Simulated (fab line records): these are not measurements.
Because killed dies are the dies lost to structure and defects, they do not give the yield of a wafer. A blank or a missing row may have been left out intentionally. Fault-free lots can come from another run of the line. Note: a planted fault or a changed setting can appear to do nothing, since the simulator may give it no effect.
Split-lot study || flow n5Finfet || route with 1938 steps; 7 lots, 39 wafers read

== SPLIT DETAILS ==
At N5_MOL_CONTACT_COAG_CVD_140 (deposits W, target thk 66.5 nm, time 215 s), the setting targetThkA was moved away from the recipe's 665 angstrom on 18 of the 39 wafers read, by -44.6% to +56.2%. All remaining wafers had this setting at the recipe value.

The reading is taken at the split's own step.

== THE READING ==
W_of_MOL_CONTACT_COAG_CVD_140.thkNm (the simulator's own value, which no gauge read), in nm, at N5_MOL_CONTACT_COAG_CVD_140 (deposits W, target thk 66.5 nm, time 215 s). No usual value for it is given in the file. The 21 wafers here that ran the recipe average 67.0 nm, standard deviation 0.5 nm.

{"wafer": "L074.1", "tool, chamber at the split": "cvdW-01, 1", "targetThkA as run, angstrom": 1039, "against the recipe": "+56.2%", "W_of_MOL_CONTACT_COAG_CVD_140.thkNm, nm": 104.6, "against lot-mates on the recipe": "+38.0"}
{"wafer": "L074.4", "tool, chamber at the split": "cvdW-01, 1", "targetThkA as run, angstrom": 1039, "against the recipe": "+56.2%", "W_of_MOL_CONTACT_COAG_CVD_140.thkNm, nm": 104.6, "against lot-mates on the recipe": "+38.0"}
{"wafer": "L074.2", "tool, chamber at the split": "cvdW-01, 0", "targetThkA as run, angstrom": 665, "against the recipe": "recipe", "W_of_MOL_CONTACT_COAG_CVD_140.thkNm, nm": 66.4, "against lot-mates on the recipe": "-"}
{"wafer": "L074.5", "tool, chamber at the split": "cvdW-01, 0", "targetThkA as run, angstrom": 665, "against the recipe": "recipe", "W_of_MOL_CONTACT_COAG_CVD_140.thkNm, nm": 66.4, "against lot-mates on the recipe": "-"}
{"wafer": "L074.3", "tool, chamber at the split": "cvdW-01, 0", "targetThkA as run, angstrom": 1039, "against the recipe": "+56.2%", "W_of_MOL_CONTACT_COAG_CVD_140.thkNm, nm": 103.2, "against lot-mates on the recipe": "+36.6"}
{"wafer": "L074.6", "tool, chamber at the split": "cvdW-01, 1", "targetThkA as run, angstrom": 665, "against the recipe": "recipe", "W_of_MOL_CONTACT_COAG_CVD_140.thkNm, nm": 67, "against lot-mates on the recipe": "-"}
{"wafer": "L082.1", "tool, chamber at the split": "cvdW-02, 1", "targetThkA as run, angstrom": 665, "against the recipe": "recipe", "W_of_MOL_CONTACT_COAG_CVD_140.thkNm, nm": 67.6, "against lot-mates on the recipe": "-"}
{"wafer": "L082.2", "tool, chamber at the split": "cvdW-02, 0", "targetThkA as run, angstrom": 665, "against the recipe": "recipe", "W_of_MOL_CONTACT_COAG_CVD_140.thkNm, nm": 66.6, "against lot-mates on the recipe": "-"}
{"wafer": "L082.4", "tool, chamber at the split": "cvdW-02, 0", "targetThkA as run, angstrom": 665, "against the recipe": "recipe", "W_of_MOL_CONTACT_COAG_CVD_140.thkNm, nm": 67.2, "against lot-mates on the recipe": "-"}
{"wafer": "L085.1", "tool, chamber at the split": "cvdW-02, 0,1", "targetThkA as run, angstrom": 1016, "against the recipe": "+52.8%", "W_of_MOL_CONTACT_COAG_CVD_140.thkNm, nm": 101.8, "against lot-mates on the recipe": "+34.6"}
{"wafer": "L085.6", "tool, chamber at the split": "cvdW-02, 0,1", "targetThkA as run, angstrom": 1016, "against the recipe": "+52.8%", "W_of_MOL_CONTACT_COAG_CVD_140.thkNm, nm": 101.8, "against lot-mates on the recipe": "+34.6"}
{"wafer": "L085.2", "tool, chamber at the split": "cvdW-02, 1", "targetThkA as run, angstrom": 665, "against the recipe": "recipe", "W_of_MOL_CONTACT_COAG_CVD_140.thkNm, nm": 67.6, "against lot-mates on the recipe": "-"}
{"wafer": "L085.3", "tool, chamber at the split": "cvdW-02, 1", "targetThkA as run, angstrom": 1016, "against the recipe": "+52.8%", "W_of_MOL_CONTACT_COAG_CVD_140.thkNm, nm": 102.8, "against lot-mates on the recipe": "+35.6"}
{"wafer": "L085.4", "tool, chamber at the split": "cvdW-02, 0", "targetThkA as run, angstrom": 665, "against the recipe": "recipe", "W_of_MOL_CONTACT_COAG_CVD_140.thkNm, nm": 67.2, "against lot-mates on the recipe": "-"}
{"wafer": "L085.5", "tool, chamber at the split": "cvdW-02, 0", "targetThkA as run, angstrom": 665, "against the recipe": "recipe", "W_of_MOL_CONTACT_COAG_CVD_140.thkNm, nm": 66.8, "against lot-mates on the recipe": "-"}
{"wafer": "L086.1", "tool, chamber at the split": "cvdW-01, 1", "targetThkA as run, angstrom": 665, "against the recipe": "recipe", "W_of_MOL_CONTACT_COAG_CVD_140.thkNm, nm": 67.8, "against lot-mates on the recipe": "-"}
{"wafer": "L086.6", "tool, chamber at the split": "cvdW-01, 1", "targetThkA as run, angstrom": 665, "against the recipe": "recipe", "W_of_MOL_CONTACT_COAG_CVD_140.thkNm, nm": 67.8, "against lot-mates on the recipe": "-"}
{"wafer": "L086.2", "tool, chamber at the split": "cvdW-01, 0", "targetThkA as run, angstrom": 368.7, "against the recipe": "-44.6%", "W_of_MOL_CONTACT_COAG_CVD_140.thkNm, nm": 37.2, "against lot-mates on the recipe": -30.1}
{"wafer": "L086.3", "tool, chamber at the split": "cvdW-01, 0", "targetThkA as run, angstrom": 665, "against the recipe": "recipe", "W_of_MOL_CONTACT_COAG_CVD_140.thkNm, nm": 66.2, "against lot-mates on the recipe": "-"}
{"wafer": "L086.4", "tool, chamber at the split": "cvdW-01, 1", "targetThkA as run, angstrom": 368.7, "against the recipe": "-44.6%", "W_of_MOL_CONTACT_COAG_CVD_140.thkNm, nm": 38.4, "against lot-mates on the recipe": -28.9}
{"wafer": "L086.5", "tool, chamber at the split": "cvdW-01, 0", "targetThkA as run, angstrom": 368.7, "against the recipe": "-44.6%", "W_of_MOL_CONTACT_COAG_CVD_140.thkNm, nm": 36.6, "against lot-mates on the recipe": -30.7}
{"wafer": "L087.1", "tool, chamber at the split": "cvdW-01, 0", "targetThkA as run, angstrom": 808.1, "against the recipe": "+21.5%", "W_of_MOL_CONTACT_COAG_CVD_140.thkNm, nm": 80.2, "against lot-mates on the recipe": "+13.7"}
{"wafer": "L087.2", "tool, chamber at the split": "cvdW-01, 1", "targetThkA as run, angstrom": 808.1, "against the recipe": "+21.5%", "W_of_MOL_CONTACT_COAG_CVD_140.thkNm, nm": 81, "against lot-mates on the recipe": "+14.5"}
{"wafer": "L087.3", "tool, chamber at the split": "cvdW-01, 0", "targetThkA as run, angstrom": 665, "against the recipe": "recipe", "W_of_MOL_CONTACT_COAG_CVD_140.thkNm, nm": 66.4, "against lot-mates on the recipe": "-"}
{"wafer": "L087.4", "tool, chamber at the split": "cvdW-01, 1", "targetThkA as run, angstrom": 665, "against the recipe": "recipe", "W_of_MOL_CONTACT_COAG_CVD_140.thkNm, nm": 67, "against lot-mates on the recipe": "-"}
{"wafer": "L087.5", "tool, chamber at the split": "cvdW-01, 1", "targetThkA as run, angstrom": 808.1, "against the recipe": "+21.5%", "W_of_MOL_CONTACT_COAG_CVD_140.thkNm, nm": 80.8, "against lot-mates on the recipe": "+14.3"}
{"wafer": "L087.6", "tool, chamber at the split": "cvdW-01, 0", "targetThkA as run, angstrom": 665, "against the recipe": "recipe", "W_of_MOL_CONTACT_COAG_CVD_140.thkNm, nm": 66, "against lot-mates on the recipe": "-"}
{"wafer": "L093.1", "tool, chamber at the split": "cvdW-02, 0", "targetThkA as run, angstrom": 952.6, "against the recipe": "+43.2%", "W_of_MOL_CONTACT_COAG_CVD_140.thkNm, nm": 95.4, "against lot-mates on the recipe": "+28.3"}
{"wafer": "L093.2", "tool, chamber at the split": "cvdW-02, 1,0", "targetThkA as run, angstrom": 665, "against the recipe": "recipe", "W_of_MOL_CONTACT_COAG_CVD_140.thkNm, nm": 67, "against lot-mates on the recipe": "-"}
{"wafer": "L093.4", "tool, chamber at the split": "cvdW-02, 1,0", "targetThkA as run, angstrom": 665, "against the recipe": "recipe", "W_of_MOL_CONTACT_COAG_CVD_140.thkNm, nm": 67, "against lot-mates on the recipe": "-"}
{"wafer": "L093.3", "tool, chamber at the split": "cvdW-02, 1", "targetThkA as run, angstrom": 665, "against the recipe": "recipe", "W_of_MOL_CONTACT_COAG_CVD_140.thkNm, nm": 67.2, "against lot-mates on the recipe": "-"}
{"wafer": "L093.5", "tool, chamber at the split": "cvdW-02, 0", "targetThkA as run, angstrom": 952.6, "against the recipe": "+43.2%", "W_of_MOL_CONTACT_COAG_CVD_140.thkNm, nm": 95.6, "against lot-mates on the recipe": "+28.5"}
{"wafer": "L093.6", "tool, chamber at the split": "cvdW-02, 1", "targetThkA as run, angstrom": 952.6, "against the recipe": "+43.2%", "W_of_MOL_CONTACT_COAG_CVD_140.thkNm, nm": 95.8, "against lot-mates on the recipe": "+28.7"}
{"wafer": "L096.1", "tool, chamber at the split": "cvdW-01, 1", "targetThkA as run, angstrom": 665, "against the recipe": "recipe", "W_of_MOL_CONTACT_COAG_CVD_140.thkNm, nm": 67.2, "against lot-mates on the recipe": "-"}
{"wafer": "L096.4", "tool, chamber at the split": "cvdW-01, 1", "targetThkA as run, angstrom": 665, "against the recipe": "recipe", "W_of_MOL_CONTACT_COAG_CVD_140.thkNm, nm": 67.2, "against lot-mates on the recipe": "-"}
{"wafer": "L096.5", "tool, chamber at the split": "cvdW-01, 1", "targetThkA as run, angstrom": 665, "against the recipe": "recipe", "W_of_MOL_CONTACT_COAG_CVD_140.thkNm, nm": 67.2, "against lot-mates on the recipe": "-"}
{"wafer": "L096.2", "tool, chamber at the split": "cvdW-01, 0", "targetThkA as run, angstrom": 797.6, "against the recipe": "+19.9%", "W_of_MOL_CONTACT_COAG_CVD_140.thkNm, nm": 79.8, "against lot-mates on the recipe": "+12.6"}
{"wafer": "L096.3", "tool, chamber at the split": "cvdW-01, 0", "targetThkA as run, angstrom": 797.6, "against the recipe": "+19.9%", "W_of_MOL_CONTACT_COAG_CVD_140.thkNm, nm": 79.6, "against lot-mates on the recipe": "+12.4"}
{"wafer": "L096.6", "tool, chamber at the split": "cvdW-01, 0", "targetThkA as run, angstrom": 797.6, "against the recipe": "+19.9%", "W_of_MOL_CONTACT_COAG_CVD_140.thkNm, nm": 79.2, "against lot-mates on the recipe": "+12.0"}
The file does not say which wafer passed through which chamber wherever a row lists several chambers: such a row stands for several wafers.

FIT RESULTS
A straight line over all 39 wafers: W_of_MOL_CONTACT_COAG_CVD_140.thkNm changes by +0.662 nm for each +1% of targetThkA; r = +1.00; the points scatter about the line by 0.56 nm.
The same after taking each lot's own level away (the mean of its wafers on the recipe; 39 wafers): +0.665 nm for each +1%; r = +1.00; scatter 0.52 nm.
Per that fit: largest targetThkA move, reading shift of 37 nm.
The span of the lots' own levels, 66.47 to 67.27 nm, comes to 1.6 times the standard deviation stated above.
Hence the lot-to-lot level has little effect on the slope; both slopes agree.
Check: +37.2 nm against its lot-mates is what the line predicts for one of the wafers moved furthest among these (+56.2%) when that wafer is left out of the fit. Against them it came out at +38 nm.

== OTHER SPLITS ON THESE WAFERS ==
Other splits were also applied to these wafers ahead of the reading. Each is held against what the fit with the lots' levels taken away leaves over:
{"other split on the same wafers": "N5_PMOS_HMC_CHANNEL_EPI_DESCUM_14 timeS", "wafers away from the commonest value": 15, "r with W_of_MOL_CONTACT_COAG_CVD_140.thkNm (lot level and that fit taken away)": -0.02}
{"other split on the same wafers": "N5_DUMMY_GATE_PECVD_30 timeS", "wafers away from the commonest value": 18, "r with W_of_MOL_CONTACT_COAG_CVD_140.thkNm (lot level and that fit taken away)": "+0.15"}
{"other split on the same wafers": "N5_SD_EPI_N_ETCH_45 targetDepthA", "wafers away from the commonest value": 15, "r with W_of_MOL_CONTACT_COAG_CVD_140.thkNm (lot level and that fit taken away)": -0.33}
{"other split on the same wafers": "N5_HKMG_FIN_NWFM_ALD_20 aldCycles", "wafers away from the commonest value": 15, "r with W_of_MOL_CONTACT_COAG_CVD_140.thkNm (lot level and that fit taken away)": -0.07}

== FILE'S OWN FIT ==
W_of_MOL_CONTACT_COAG_CVD_140.thkNm changes by +0.663 nm for each +1% of targetThkA, r = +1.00.
